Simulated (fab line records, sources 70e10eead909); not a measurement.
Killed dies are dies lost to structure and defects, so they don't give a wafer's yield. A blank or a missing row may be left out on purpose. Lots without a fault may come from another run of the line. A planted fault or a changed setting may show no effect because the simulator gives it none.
Which tool did it? | flow nand_harc | 14 lots, 42 wafers sampled, at 5 steps of a route of 1302

WHAT THE GAUGES READ, wafer by wafer
The record holds no reading of a measuring or inspecting step that can be judged against a usual standard deviation.

WHICH TOOL RAN EACH LOT (tool, then ch and the chambers of the sampled wafers, then the start)
lot  | NHARC_A_BLC_ETCH_18                           | NHARC_A_BLC_CMP_25            | NHARC_A_M0_PVD_21                       | NHARC_A_M0_ECD_22              | NHARC_A_M0_CMP_23
L258 | rie_diel-10 ch 0,1,2, day 22 18:17 or earlier | cmp-03 ch 0,1,3, day 22 18:17 | pvd_sputter-01, day 22 20:55 or earlier | ecd_cu-02 ch 0,1, day 22 20:55 | cmp-02 ch 0,1,2, day 22 21:57
L259 | rie_diel-10 ch 0,2,3, day 23 01:53 or earlier | cmp-01 ch 0,1,2, day 23 01:53 | pvd_sputter-02, day 23 04:37 or earlier | ecd_cu-02 ch 0,1, day 23 04:37 | cmp-03 ch 0,2,3, day 23 05:34
L262 | rie_diel-13 ch 0,1,2, day 24 06:55 or earlier | cmp-03 ch 0,1,3, day 24 06:55 | pvd_sputter-03, day 24 09:39 or earlier | ecd_cu-02 ch 0,1, day 24 09:39 | cmp-03 ch 0,1,3, day 24 10:25
L261 | rie_diel-10 ch 0,1,2, day 24 08:49 or earlier | cmp-04 ch 2,3, day 24 08:49   | pvd_sputter-02, day 24 11:35 or earlier | ecd_cu-02 ch 0,1, day 24 11:35 | cmp-01 ch 0,1,2, day 24 12:22
L263 | rie_diel-10 ch 1,2,3, day 25 03:14 or earlier | cmp-03 ch 0,1,3, day 25 03:14 | pvd_sputter-03, day 25 05:56 or earlier | ecd_cu-01 ch 0,1, day 25 05:56 | cmp-02 ch 0,1,2, day 25 06:45
L264 | rie_diel-12 ch 1,2, day 25 05:16 or earlier   | cmp-03 ch 2,3, day 25 05:16   | pvd_sputter-03, day 25 08:09 or earlier | ecd_cu-01 ch 0,1, day 25 08:09 | cmp-02 ch 0,1,2, day 25 08:51
L267 | rie_diel-12 ch 1,3, day 26 11:01 or earlier   | cmp-03 ch 1,3, day 26 11:01   | pvd_sputter-03, day 26 13:40 or earlier | ecd_cu-01 ch 1, day 26 13:40   | cmp-02 ch 0,3, day 26 14:23
L268 | rie_diel-10 ch 0,2,3, day 27 19:03 or earlier | cmp-01 ch 0,1,3, day 27 19:03 | pvd_sputter-03, day 27 21:50 or earlier | ecd_cu-01 ch 0,1, day 27 21:50 | cmp-03 ch 0,2,3, day 27 22:35
L269 | rie_diel-10 ch 1,2,3, day 27 20:26 or earlier | cmp-01 ch 1,3, day 27 20:26   | pvd_sputter-01, day 27 23:17 or earlier | ecd_cu-01 ch 0,1, day 27 23:17 | cmp-01 ch 1,3, day 27 23:58
L277 | rie_diel-10 ch 0,2,3, day 30 08:16 or earlier | cmp-03 ch 1,2, day 30 08:16   | pvd_sputter-01, day 30 11:10 or earlier | ecd_cu-02 ch 0,1, day 30 11:10 | cmp-01 ch 0,1,2, day 30 11:52
L278 | rie_diel-10 ch 1,3, day 31 05:19 or earlier   | cmp-03 ch 0,3, day 31 05:19   | pvd_sputter-03, day 31 08:06 or earlier | ecd_cu-01 ch 1, day 31 08:06   | cmp-02 ch 0,1,3, day 31 08:50
L279 | rie_diel-12 ch 0,1,3, day 31 09:09 or earlier | cmp-04 ch 1,2,3, day 31 09:09 | pvd_sputter-02, day 31 11:55 or earlier | ecd_cu-02 ch 0,1, day 31 11:55 | cmp-02 ch 1,3, day 31 12:38
L281 | rie_diel-13 ch 0,1,3, day 32 04:43 or earlier | cmp-04 ch 0,1,2, day 32 04:43 | pvd_sputter-02, day 32 07:29 or earlier | ecd_cu-01 ch 0,1, day 32 07:29 | cmp-01 ch 1,2,3, day 32 08:14
L280 | rie_diel-12 ch 2,3, day 32 06:32 or earlier   | cmp-04 ch 0,2,3, day 32 06:32 | pvd_sputter-03, day 32 09:17 or earlier | ecd_cu-01 ch 0,1, day 32 09:17 | cmp-01 ch 0,1,3, day 32 10:08
- NHARC_A_BLC_ETCH_18: etches the open film in C4F8/O2/Ar, target depth 910 nm.
- NHARC_A_BLC_CMP_25: polishes, t overpolish 30 s, target thk 150 nm.
- NHARC_A_M0_PVD_21: deposits Cu, target thk 30 nm, time 20.49 s.
- NHARC_A_M0_ECD_22: material Cu, target thk 400 nm.
- NHARC_A_M0_CMP_23: polishes, t overpolish 20 s, target thk 113.75 nm.

WHAT THE TOOLS THEMSELVES READ (means of the sampled wafers that have a number; where no wafer has one, the mark that the record gives instead)
NHARC_A_BLC_ETCH_18.
lot  | tool        | oes_product_au (a.u.) | rf_fwd_power_W (W) | rf_vpp_V (V)
L258 | rie_diel-10 | 0.976                 | 598.6              | 977
L259 | rie_diel-10 | 0.925                 | 599.7              | 976
L262 | rie_diel-13 | 0.928                 | 596.5              | 977
L261 | rie_diel-10 | 0.958                 | 599.2              | 977
L263 | rie_diel-10 | 0.927                 | 600.2              | 979
L264 | rie_diel-12 | 0.930                 | 599.1              | 982
L267 | rie_diel-12 | 0.921                 | 599.2              | 981
L268 | rie_diel-10 | 0.973                 | 598.5              | 977
L269 | rie_diel-10 | 0.951                 | 598.5              | 979
L277 | rie_diel-10 | 0.953                 | 599.3              | 976
L278 | rie_diel-10 | 0.914                 | 599.3              | 982
L279 | rie_diel-12 | 0.921                 | 599.9              | 982
L281 | rie_diel-13 | 0.968                 | 597.9              | 979
L280 | rie_diel-12 | 0.927                 | 599.9              | 977

NHARC_A_BLC_CMP_25.
lot  | tool   | motor_current_A (A) | overpolish_run_s (s) | retaining_ring_pressure_frac | time_to_endpoint_s (s)
L258 | cmp-03 | 12.0                | 30.009               | 1.000                        | 29
L259 | cmp-01 | 12.8                | 29.992               | 1.004                        | 27
L262 | cmp-03 | 11.6                | 30.012               | 1.001                        | 24
L261 | cmp-04 | 11.3                | 29.997               | 1.003                        | 28
L263 | cmp-03 | 11.6                | 30.006               | 1.000                        | 27
L264 | cmp-03 | 14.2                | 30.001               | 1.006                        | 29
L267 | cmp-03 | 11.6                | 30.011               | 0.998                        | 27
L268 | cmp-01 | 12.6                | 30.006               | 0.999                        | 32
L269 | cmp-01 | 11.7                | 30.006               | 1.003                        | 31
L277 | cmp-03 | 13.5                | 29.993               | 0.999                        | 28
L278 | cmp-03 | 12.1                | 30.001               | 1.003                        | 30
L279 | cmp-04 | 11.7                | 30.001               | 0.998                        | 29
L281 | cmp-04 | 12.6                | 30.005               | 1.002                        | 26
L280 | cmp-04 | 12.2                | 30.001               | 0.995                        | 30

NHARC_A_M0_PVD_21.
lot  | tool           | throttle_valve_pct (%)
L258 | pvd_sputter-01 | 30.6
L259 | pvd_sputter-02 | 30.3
L262 | pvd_sputter-03 | 30.2
L261 | pvd_sputter-02 | 29.6
L263 | pvd_sputter-03 | 30.0
L264 | pvd_sputter-03 | 30.1
L267 | pvd_sputter-03 | 29.8
L268 | pvd_sputter-03 | 30.4
L269 | pvd_sputter-01 | 30.1
L277 | pvd_sputter-01 | 29.9
L278 | pvd_sputter-03 | 30.5
L279 | pvd_sputter-02 | 30.1
L281 | pvd_sputter-02 | 30.1
L280 | pvd_sputter-03 | 30.7

NHARC_A_M0_ECD_22.
lot  | tool      | bath_temp_c (C)
L258 | ecd_cu-02 | 25.18
L259 | ecd_cu-02 | 25.05
L262 | ecd_cu-02 | 24.95
L261 | ecd_cu-02 | 25.02
L263 | ecd_cu-01 | 25.02
L264 | ecd_cu-01 | 25.05
L267 | ecd_cu-01 | 24.93
L268 | ecd_cu-01 | 25.02
L269 | ecd_cu-01 | 24.96
L277 | ecd_cu-02 | 24.98
L278 | ecd_cu-01 | 24.86
L279 | ecd_cu-02 | 25.12
L281 | ecd_cu-01 | 25.07
L280 | ecd_cu-01 | 24.98

NHARC_A_M0_CMP_23.
lot  | tool   | motor_current_A (A) | retaining_ring_pressure_frac | time_to_endpoint_s (s)
L258 | cmp-02 | 11.3                | 1.000                        | 28.3
L259 | cmp-03 | 13.0                | 0.997                        | 27.5
L262 | cmp-03 | 12.0                | 1.007                        | 25.8
L261 | cmp-01 | 12.9                | 1.001                        | 24.2
L263 | cmp-02 | 11.7                | 1.001                        | 26.5
L264 | cmp-02 | 11.3                | 0.998                        | 30.3
L267 | cmp-02 | 10.9                | 0.996                        | 27.6
L268 | cmp-03 | 12.9                | 0.997                        | 19.7
L269 | cmp-01 | 11.8                | 1.001                        | 22.7
L277 | cmp-01 | 12.5                | 0.996                        | 26.8
L278 | cmp-02 | 11.3                | 1.000                        | 29.9
L279 | cmp-02 | 11.2                | 0.999                        | 31.2
L281 | cmp-01 | 12.5                | 0.998                        | 27.8
L280 | cmp-01 | 12.5                | 1.004                        | 27.3

THE ANSWER, worked out from the rows above alone
Rule: what is usual is taken from the lots themselves. Put in order of their means at a reading, lots are off if they are a third of the lots or fewer, leave a main group of 4 or more, and stand apart from it by a gap of 3 or more times the standard deviation of the main group's means; of several such gaps the widest counts. A main group whose means are all the same, to the digits that the tables above print for the reading, isn't used. A lot without any number at a reading at which 4 lots or more have one is off too. The other lots that the step has rows for count as sound. The gauges are gone through in route order, then the tools' own readings, and for those a lot's mean is taken as printed above. The first step at which some lot is off is used, and at that step the reading that is off furthest; a lot without a number counts as furthest.
No lot is off at any reading shown: from this, nothing can be told.

WHAT THE SIMULATOR HAD PUT IN
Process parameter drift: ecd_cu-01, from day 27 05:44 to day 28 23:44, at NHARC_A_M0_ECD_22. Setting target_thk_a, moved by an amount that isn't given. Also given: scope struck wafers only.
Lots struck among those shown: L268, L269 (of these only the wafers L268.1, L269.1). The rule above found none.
